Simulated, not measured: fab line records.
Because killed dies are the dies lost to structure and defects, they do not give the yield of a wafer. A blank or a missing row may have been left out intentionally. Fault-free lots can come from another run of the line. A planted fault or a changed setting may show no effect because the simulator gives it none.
fab line records + flow n5_finfet
[record]
- lots = 6
- wafers = 17
- last_day = 16
route steps=1938 shown FIN_SAQP@97 PASSIVATION@1936
lots that met no fault: taken from a fault-free run of the same line
start_h: the number of hours between the record's first day and the start of the first shown wafer of the lot + wait_h: hours since the lot's step before + " the same as in the row above + L1.1+2: one row covering several wafers at once + - no value, or no start given + * or withheld: withheld + < > ~ a bound
route shown NAME@n: names a module that has steps shown in the file, with the first one's number in the route + usual: mean/standard deviation of fault-free wafers + same: alike in all rows + chamber/n: place in a boat + sites: per-site readings + _std_site: the values' standard deviation + _edge_site: the outer-site mean with the inner-site mean subtracted + radius_mm: how far each site lies from the wafer's centre + mask NAME#n: copy n + behind: the most recent tool/chamber to have shaped the wafer + hold: the reason the lot was held/the length of the hold in hours/how it ended + device: which transistor (n, p or np) failed to switch + end of line: the tests these same wafers got at the end of their route + step lacking rows: just its recipe + killed: dies lost to structure and defects at the first sort, not the wafer's yield + map: a wafer's dies, x killed, . not, _ none there
set.NAME: the run value of the setting; set.NAME@STEP: its run value at that earlier step + model.NAME: the simulator's own value behind a step, which no gauge read
lots seen at some steps along the route; tables by step, rows by wafer
services: when a tool's chamber went out of use (start_h, in hours from the record's first day, below 0 if earlier), for how many hours, and the reason
[[steps]]
[step N5_FIN_SAQP_THK_MEAS_05]
[usual]
- thk_nm = 37.7/0.5
| lot.wafer | tool          | chamber | start_h | wait_h | thk_nm |
|-----------|---------------|---------|---------|--------|--------|
| L146.2    | film_metro-01 | -       | 21.10   | 0.1    | 37.8   |
| L146.5    | "             | -       | "       | "      | 38.4   |
| L151.1    | film_metro-01 | -       | 51.05   | 0.1    | 38.0   |
| L151.4    | "             | -       | "       | "      | 38.8   |
| L151.5    | "             | -       | "       | "      | 38.5   |
| L154.3    | film_metro-02 | -       | 69.91   | 0.1    | 37.8   |
| L154.4    | "             | -       | "       | "      | 38.8   |
| L154.6    | "             | -       | "       | "      | 38.2   |
| L159.1    | film_metro-02 | -       | 99.98   | 0.1    | 37.1   |
| L159.2    | "             | -       | "       | "      | 37.3   |
| L159.3    | "             | -       | "       | "      | 36.9   |
| L162.3    | film_metro-01 | -       | 116.72  | 0.1    | 37.0   |
| L162.4    | "             | -       | "       | "      | 38.2   |
| L162.6    | "             | -       | "       | "      | 37.6   |
| L163.1    | film_metro-02 | -       | 122.87  | 0.1    | 37.6   |
| L163.5    | "             | -       | "       | "      | 37.5   |
| L163.6    | "             | -       | "       | "      | 37.8   |
[step N5_FIN_SAQP_PECVD_47]
[recipe]
- material = a-Si
- target_thk_a = 450
- temp_c = 400
- precursor = SiH4/He
- pressure_torr = 3
- rf_w = 100
- time_s = 36.3
[usual]
- heater_power_w = 848/110
- showerhead_plenum_p_Torr = 5.70/0.066
- throttle_valve_pct = 18.2/1.5
| lot.wafer | tool     | chamber | start_h | wait_h | heater_power_w | showerhead_plenum_p_Torr | throttle_valve_pct |
|-----------|----------|---------|---------|--------|----------------|--------------------------|--------------------|
| L146.2    | pecvd-01 | 0       | 21.14   | 0.0    | 981            | 5.63                     | 18.1               |
| L146.5    | "        | 1       | "       | "      | 837            | 5.73                     | 17.1               |
| L151.1    | pecvd-04 | 2       | 51.08   | 0.0    | 903            | 5.71                     | 17.4               |
| L151.4    | "        | 0       | "       | "      | 995            | 5.61                     | 20.7               |
| L151.5    | "        | 1       | "       | "      | 701            | 5.62                     | 19.2               |
| L154.3    | pecvd-01 | 2       | 69.95   | 0.0    | 841            | 5.68                     | 16.6               |
| L154.4    | "        | 2       | "       | "      | 860            | 5.70                     | 16.5               |
| L154.6    | "        | 0       | "       | "      | 949            | 5.63                     | 18.4               |
| L159.1    | pecvd-03 | 2       | 100.02  | 0.0    | 686            | 5.64                     | 15.7               |
| L159.2    | "        | 0       | "       | "      | 961            | 5.79                     | 19.8               |
| L159.3    | "        | 1       | "       | "      | 920            | 5.77                     | 19.4               |
| L162.3    | pecvd-04 | 2       | 116.75  | 0.0    | 861            | 5.72                     | 17.6               |
| L162.4    | "        | 2       | "       | "      | 877            | 5.71                     | 17.4               |
| L162.6    | "        | 1       | "       | "      | 698            | 5.62                     | 19.1               |
| L163.1    | pecvd-03 | 2       | 122.91  | 0.0    | 613            | 5.67                     | 15.8               |
| L163.5    | "        | 1       | "       | "      | 925            | 5.79                     | 19.2               |
| L163.6    | "        | 0       | "       | "      | 881            | 5.80                     | 19.6               |
[step N5_FIN_SAQP_PECVD_48]
[recipe]
- material = SiNx
- target_thk_a = 250
- temp_c = 400
- precursor = SiH4/NH3/N2
- pressure_torr = 1.5
- rf_w = 300
- time_s = 22.1
[usual]
- heater_power_w = 753/110
- showerhead_plenum_p_Torr = 5.18/0.087
- throttle_valve_pct = 40/3.3
| lot.wafer | tool     | chamber | start_h | wait_h | heater_power_w | showerhead_plenum_p_Torr | throttle_valve_pct |
|-----------|----------|---------|---------|--------|----------------|--------------------------|--------------------|
| L146.2    | pecvd-01 | 0       | 21.20   | 0.0    | 914            | 5.09                     | 40                 |
| L146.5    | "        | 1       | "       | "      | 678            | 5.22                     | 38                 |
| L151.1    | pecvd-04 | 2       | 51.12   | 0.0    | 769            | 5.20                     | 38                 |
| L151.4    | "        | 0       | "       | "      | 926            | 5.09                     | 45                 |
| L151.5    | "        | 1       | "       | "      | 690            | 5.09                     | 42                 |
| L154.3    | pecvd-01 | 2       | 69.99   | 0.0    | 700            | 5.18                     | 36                 |
| L154.4    | "        | 2       | "       | "      | 713            | 5.20                     | 36                 |
| L154.6    | "        | 0       | "       | "      | 791            | 5.07                     | 40                 |
| L159.1    | pecvd-03 | 2       | 100.06  | 0.0    | 633            | 5.12                     | 34                 |
| L159.2    | "        | 0       | "       | "      | 766            | 5.32                     | 43                 |
| L159.3    | "        | 1       | "       | "      | 762            | 5.28                     | 42                 |
| L162.3    | pecvd-04 | 2       | 116.80  | 0.0    | 744            | 5.19                     | 39                 |
| L162.4    | "        | 2       | "       | "      | 726            | 5.18                     | 39                 |
| L162.6    | "        | 1       | "       | "      | 669            | 5.06                     | 42                 |
| L163.1    | pecvd-03 | 2       | 122.95  | 0.0    | 564            | 5.14                     | 34                 |
| L163.5    | "        | 1       | "       | "      | 824            | 5.26                     | 42                 |
| L163.6    | "        | 0       | "       | "      | 761            | 5.31                     | 44                 |
[step N5_FIN_SAQP_PECVD_06]
[recipe]
- material = a-Si
- target_thk_a = 600
- temp_c = 400
- precursor = SiH4/He
- pressure_torr = 3
- rf_w = 100
- time_s = 48.1
[usual]
- heater_power_w = 831/110
- showerhead_plenum_p_Torr = 5.70/0.065
- throttle_valve_pct = 18.3/1.5
| lot.wafer | tool     | chamber | start_h | wait_h | heater_power_w | showerhead_plenum_p_Torr | throttle_valve_pct |
|-----------|----------|---------|---------|--------|----------------|--------------------------|--------------------|
| L146.2    | pecvd-01 | 0       | 21.26   | 0.0    | 907            | 5.62                     | 18.1               |
| L146.5    | "        | 1       | "       | "      | 771            | 5.71                     | 17.2               |
| L151.1    | pecvd-04 | 2       | 51.16   | 0.0    | 873            | 5.70                     | 17.4               |
| L151.4    | "        | 0       | "       | "      | 988            | 5.62                     | 20.6               |
| L151.5    | "        | 1       | "       | "      | 712            | 5.63                     | 19.2               |
| L154.3    | pecvd-01 | 2       | 70.03   | 0.0    | 823            | 5.68                     | 16.6               |
| L154.4    | "        | 2       | "       | "      | 839            | 5.70                     | 16.4               |
| L154.6    | "        | 0       | "       | "      | 865            | 5.62                     | 18.2               |
| L159.1    | pecvd-03 | 2       | 100.10  | 0.0    | 646            | 5.64                     | 15.5               |
| L159.2    | "        | 0       | "       | "      | 891            | 5.80                     | 19.7               |
| L159.3    | "        | 1       | "       | "      | 951            | 5.76                     | 19.4               |
| L162.3    | pecvd-04 | 2       | 116.83  | 0.0    | 855            | 5.72                     | 17.6               |
| L162.4    | "        | 2       | "       | "      | 868            | 5.72                     | 17.4               |
| L162.6    | "        | 1       | "       | "      | 732            | 5.63                     | 19.4               |
| L163.1    | pecvd-03 | 2       | 122.99  | 0.0    | 669            | 5.66                     | 15.6               |
| L163.5    | "        | 1       | "       | "      | 933            | 5.75                     | 19.3               |
| L163.6    | "        | 0       | "       | "      | 874            | 5.81                     | 19.9               |
[step N5_FIN_SAQP_THK_MEAS_07]
[usual]
- thk_nm = 60.0/0.82
| lot.wafer | tool          | chamber | start_h | wait_h | thk_nm |
|-----------|---------------|---------|---------|--------|--------|
| L146.2    | film_metro-01 | -       | 21.38   | 0.1    | 57.9   |
| L146.5    | "             | -       | "       | "      | 60.3   |
| L151.1    | film_metro-01 | -       | 51.25   | 0.1    | 59.2   |
| L151.4    | "             | -       | "       | "      | 60.4   |
| L151.5    | "             | -       | "       | "      | 60.7   |
| L154.3    | film_metro-02 | -       | 70.12   | 0.1    | 59.3   |
| L154.4    | "             | -       | "       | "      | 59.7   |
| L154.6    | "             | -       | "       | "      | 60.2   |
| L159.1    | film_metro-02 | -       | 100.19  | 0.1    | 61.2   |
| L159.2    | "             | -       | "       | "      | 59.7   |
| L159.3    | "             | -       | "       | "      | 60.0   |
| L162.3    | film_metro-02 | -       | 116.93  | 0.1    | 60.2   |
| L162.4    | "             | -       | "       | "      | 61.0   |
| L162.6    | "             | -       | "       | "      | 61.5   |
| L163.1    | film_metro-01 | -       | 123.08  | 0.1    | 60.6   |
| L163.5    | "             | -       | "       | "      | 60.1   |
| L163.6    | "             | -       | "       | "      | 61.2   |
[step N5_FIN_SAQP_HM_DEP_72]
[recipe]
- material = SiO2
- target_thk_a = 120
- temp_c = 400
- precursor = SiH4/N2O
- pressure_torr = 0.75
- rf_w = 275
- time_s = 7.2
[usual]
- heater_power_w = 773/110
- showerhead_plenum_p_Torr = 8.21/0.17
| lot.wafer | tool     | chamber | start_h | wait_h | heater_power_w | showerhead_plenum_p_Torr |
|-----------|----------|---------|---------|--------|----------------|--------------------------|
| L146.2    | pecvd-01 | 1       | 21.41   | 0.0    | 653            | 8.32                     |
| L146.5    | "        | 1       | "       | "      | 639            | 8.30                     |
| L151.1    | pecvd-03 | 2       | 51.29   | 0.0    | 575            | 8.15                     |
| L151.4    | "        | 0       | "       | "      | 874            | 8.51                     |
| L151.5    | "        | 1       | "       | "      | 849            | 8.41                     |
| L154.3    | pecvd-03 | 0       | 70.18   | 0.1    | 892            | 8.52                     |
| L154.4    | "        | 2       | "       | "      | 619            | 8.13                     |
| L154.6    | "        | 0       | "       | "      | 903            | 8.50                     |
| L159.1    | pecvd-04 | 1       | 100.23  | 0.0    | 706            | 8.00                     |
| L159.2    | "        | 2       | "       | "      | 797            | 8.26                     |
| L159.3    | "        | 0       | "       | "      | 972            | 8.00                     |
| L162.3    | pecvd-03 | 1       | 116.96  | 0.0    | 884            | 8.42                     |
| L162.4    | "        | 0       | "       | "      | 877            | 8.52                     |
| L162.6    | "        | 1       | "       | "      | 860            | 8.44                     |
| L163.1    | pecvd-01 | 0       | 123.11  | 0.0    | 868            | 8.02                     |
| L163.5    | "        | 1       | "       | "      | 662            | 8.33                     |
| L163.6    | "        | 0       | "       | "      | 911            | 8.02                     |
[step N5_FIN_SAQP_COAT_49]
[recipe]
- resist = SOC
- temp_c = 250
- time_s = 60
- spin_rpm = 1500
- resist_thk_nm = 100
[step N5_FIN_SAQP_COAT_50]
[recipe]
- resist = SiARC
- temp_c = 220
- time_s = 60
- spin_rpm = 1500
- resist_thk_nm = 35
[step N5_FIN_SAQP_COAT_10]
[recipe]
- resist = CAR-ArF
- spin_rpm = 1500
- resist_thk_nm = 90
[step N5_FIN_SAQP_EBR_12]
[recipe]
- solvent = PGMEA
- ebr_width_mm = 1.5
[step N5_FIN_SAQP_SOFTBAKE_11]
[recipe]
- temp_c = 110
- time_s = 60
- resist = CAR-ArF
[step N5_FIN_SAQP_EXPOSE_13]
[recipe]
- mask_id = FIN_CORE
- na = 1.35
- source_shape = dipole
- sigma_inner = 0.538
- sigma_outer = 0.738
- polarization = te
- target_cd_nm = 35.6
- dose_mj = 63.25
[step N5_FIN_SAQP_PEB_14]
[recipe]
- peb_temp_c = withheld
- peb_time_s = 60
- resist = CAR-ArF
| lot.wafer  | tool           | chamber | start_h | wait_h |
|------------|----------------|---------|---------|--------|
| L146.2+5   | litho_track-01 | 0       | 21.69   | 0.0    |
| L151.1+4+5 | litho_track-05 | 0       | 51.67   | 0.1    |
| L154.3+4+6 | litho_track-05 | 0       | 70.56   | 0.0    |
| L159.1+2+3 | litho_track-05 | 0       | 100.48  | 0.1    |
| L162.3+4+6 | litho_track-03 | 0       | 117.34  | 0.0    |
| L163.1+5+6 | litho_track-01 | 0       | 123.39  | 0.1    |
[step N5_FIN_SAQP_DEVELOP_15]
[recipe]
- develop_time_s = 30
- developer = TMAH
- resist = CAR-ArF
- dev_temp_c = 23
- rinse_liquid = diw
- dry = air_spin
[step N5_FIN_SAQP_CD_MEAS_16]
[recipe]
- target_cd_nm = 35.6
- landing_energy_ev = 500
- detector = se_inlens
[usual]
- cd_nm = 35.55/0.3
| lot.wafer | tool      | chamber | start_h | wait_h | cd_nm |
|-----------|-----------|---------|---------|--------|-------|
| L146.2    | cd_sem-01 | 0       | 21.76   | -      | 35.39 |
| L146.5    | "         | 0       | "       | "      | 35.73 |
| L151.1    | cd_sem-01 | 0       | 51.74   | -      | 35.49 |
| L151.4    | "         | 0       | "       | "      | 35.12 |
| L151.5    | "         | 0       | "       | "      | 35.14 |
| L154.3    | cd_sem-02 | 0       | 70.63   | -      | 33.19 |
| L154.4    | "         | 0       | "       | "      | 32.43 |
| L154.6    | "         | 0       | "       | "      | 35.74 |
| L159.1    | cd_sem-01 | 0       | 100.55  | -      | 36.02 |
| L159.2    | "         | 0       | "       | "      | 35.81 |
| L159.3    | "         | 0       | "       | "      | 32.97 |
| L162.3    | cd_sem-01 | 0       | 117.41  | -      | 35.62 |
| L162.4    | "         | 0       | "       | "      | 35.24 |
| L162.6    | "         | 0       | "       | "      | 35.72 |
| L163.1    | cd_sem-01 | 0       | 123.46  | -      | 36.04 |
| L163.5    | "         | 0       | "       | "      | 35.21 |
| L163.6    | "         | 0       | "       | "      | 35.79 |
[step N5_FIN_SAQP_OVL_MEAS_17]
[recipe]
- points_per_wafer = 44
[usual]
- FIN_CORE_OVL = 0.2/0.84
| lot.wafer | tool       | chamber | start_h | wait_h | FIN_CORE_OVL[nm] |
|-----------|------------|---------|---------|--------|------------------|
| L146.2    | overlay-02 | 0       | 21.80   | 0.0    | -0.3             |
| L146.5    | "          | 0       | "       | "      | -0.8             |
| L151.1    | overlay-01 | 0       | 51.78   | 0.0    | -0.7             |
| L151.4    | "          | 0       | "       | "      | -1.0             |
| L151.5    | "          | 0       | "       | "      | 0.1              |
| L154.3    | overlay-01 | 0       | 70.67   | 0.0    | 0.8              |
| L154.4    | "          | 0       | "       | "      | 1.9              |
| L154.6    | "          | 0       | "       | "      | 0.5              |
| L159.1    | overlay-02 | 0       | 100.59  | 0.0    | -0.9             |
| L159.2    | "          | 0       | "       | "      | -0.8             |
| L159.3    | "          | 0       | "       | "      | 0.4              |
| L162.3    | overlay-02 | 0       | 117.45  | 0.0    | -0.1             |
| L162.4    | "          | 0       | "       | "      | 0.5              |
| L162.6    | "          | 0       | "       | "      | 1.2              |
| L163.1    | overlay-01 | 0       | 123.50  | 0.0    | 2.0              |
| L163.5    | "          | 0       | "       | "      | 1.9              |
| L163.6    | "          | 0       | "       | "      | 0.8              |
[step N5_PASSIVATION_PROBE_49]
[usual]
- killed_at_M0_to_M3 = 33/9.9
- killed_at_M4_up = 14/6.4
- killed_at_contacts = 12/7
- killed_at_front_end = 41/13
- killed_at_other = 3.1/2.9
- killed_dies = 103/20
- killed_open = 67/14
- killed_short = 34/9.4
[same]
- gross_dies = 1180
- killed_at_back_side = 0
| lot.wafer | tool      | chamber | start_h | wait_h | killed_at_M0_to_M3 | killed_at_M4_up | killed_at_contacts | killed_at_front_end | killed_at_other | killed_dies | killed_open | killed_short |
|-----------|-----------|---------|---------|--------|--------------------|-----------------|--------------------|---------------------|-----------------|-------------|-------------|--------------|
| L151.1    | prober-02 | -       | 290.51  | 0.5    | 33                 | 13              | 22                 | 28                  | 1               | 97          | 73          | 24           |
| L151.4    | prober-02 | -       | 290.66  | 0.7    | 33                 | 14              | 12                 | 42                  | 7               | 108         | 73          | 35           |
| L151.5    | prober-02 | -       | 290.71  | 0.7    | 22                 | 11              | 11                 | 22                  | 13              | 79          | 56          | 23           |
| L154.3    | prober-01 | -       | 305.09  | 0.1    | 57                 | 2               | 8                  | 67                  | 3               | 137         | 81          | 50           |
| L154.4    | prober-01 | -       | 305.14  | 0.2    | 37                 | 11              | 8                  | 51                  | 3               | 110         | 71          | 38           |
// killed by level:class
L151.1 MOL_CONTACT_COAG:geometric_particle:open=18 STI_FIN_REVEAL:geometric_particle:open=11 BEOL_M4:geometric_particle:open=9 BEOL_M3:geometric_particle:open=7 BEOL_M1:geometric_particle:open=7 BEOL_M0_SAQP:geometric_particle:open=6 BEOL_M0_SAQP:geometric_particle:short=4 MOL_CONTACT_COAG:geometric_particle:short=4
L151.4 FIN_SAQP:geometric_particle:short=14 STI_FIN_REVEAL:geometric_particle:open=10 MOL_CONTACT_COAG:geometric_particle:open=9 BEOL_M1:geometric_particle:open=8 BEOL_M2:geometric_particle:open=8 FIN_SAQP:geometric_particle:open=7 BEOL_M0_SAQP:geometric_particle:open=5 BEOL_M4:geometric_particle:open=5
L151.5 MOL_CONTACT_COAG:geometric_particle:open=11 BEOL_M4:geometric_particle:open=8 BEOL_M3:geometric_particle:open=7 BEOL_M1:geometric_particle:open=5 STI_FIN_REVEAL:geometric_particle:open=4 BEOL_M0_SAQP:geometric_particle:open=4 PASS1_CAP:geometric_particle:short=4 STARTING-WAFER:geometric_particle:open=4
L154.3 FIN_SAQP:geometric_particle:short=14 BEOL_M3:geometric_particle:open=14 STI_FIN_REVEAL:geometric_particle:open=13 BEOL_M0_SAQP:geometric_particle:short=12 DUMMY_GATE:geometric_particle:open=9 BEOL_M0_SAQP:geometric_particle:open=9 FIN_SAQP:geometric_particle:open=7 MOL_CONTACT_COAG:geometric_particle:open=7
L154.4 STI_FIN_REVEAL:geometric_particle:open=30 BEOL_M3:geometric_particle:open=7 MOL_CONTACT_COAG:geometric_particle:open=7 BEOL_M0_SAQP:geometric_particle:short=7 FIN_SAQP:geometric_particle:short=6 BEOL_M0_SAQP:geometric_particle:open=6 BEOL_M4:geometric_particle:short=6 BEOL_M2:geometric_particle:open=5
[[services]]
| tool           | chamber | start_h | hours | kind                          |
|----------------|---------|---------|-------|-------------------------------|
| pecvd-03       | 2       | 5.94    | 2.1   | scheduled_down                |
| pecvd-04       | -       | 19.98   | 14.6  | pm                            |
| pecvd-01       | 2       | 21.12   | -     | clean                         |
| pecvd-01       | 2       | 21.12   | -     | consumable_replace:showerhead |
| pecvd-01       | 2       | 21.12   | 29.0  | scheduled_down                |
| pecvd-01       | 2       | 21.12   | 29.0  | vent_cycle                    |
| pecvd-04       | -       | 52.20   | 5.5   | pm                            |
| pecvd-03       | 1       | 69.43   | 5.5   | scheduled_down                |
| pecvd-01       | 0       | 98.28   | 16.8  | repair                        |
| pecvd-01       | -       | 114.40  | 2.8   | pm                            |
| litho_track-01 | -       | 117.70  | -     | consumable_replace:filter     |
| pecvd-03       | 1       | 118.68  | 2.1   | scheduled_down                |
[[key]]
[first_sign]
- step = N5_FIN_SAQP_CD_MEAS_16
- reading = cd_nm
- direction = down
- sigmas = 9
- usual = 35.55
- struck = 32.86
effect none on later readings
met_at N5_FIN_SAQP_PEB_14
struck_wafers L154.3,L154.4,L159.3
tester_left_out L154,L159
onset_between 51.67 70.56
[fault]
- kind = process_parameter_drift
- tool = litho_track-05
- chamber = -
- onset_h = 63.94
- steps = N5_FIN_SAQP_PEB_14
- channel = peb_time_s
- offset = *
- shape = step
- end_h = 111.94
- scope = struck_wafers_only
- acts_in = *
- stated = *
// tester_left_out: of these lots the tester's yield and bins aren't shown, on N5 and GAA mostly nor the transistor test; their killed dies are dies lost to structure and defects alone, not to doping, threshold or leakage, so they don't give the yield
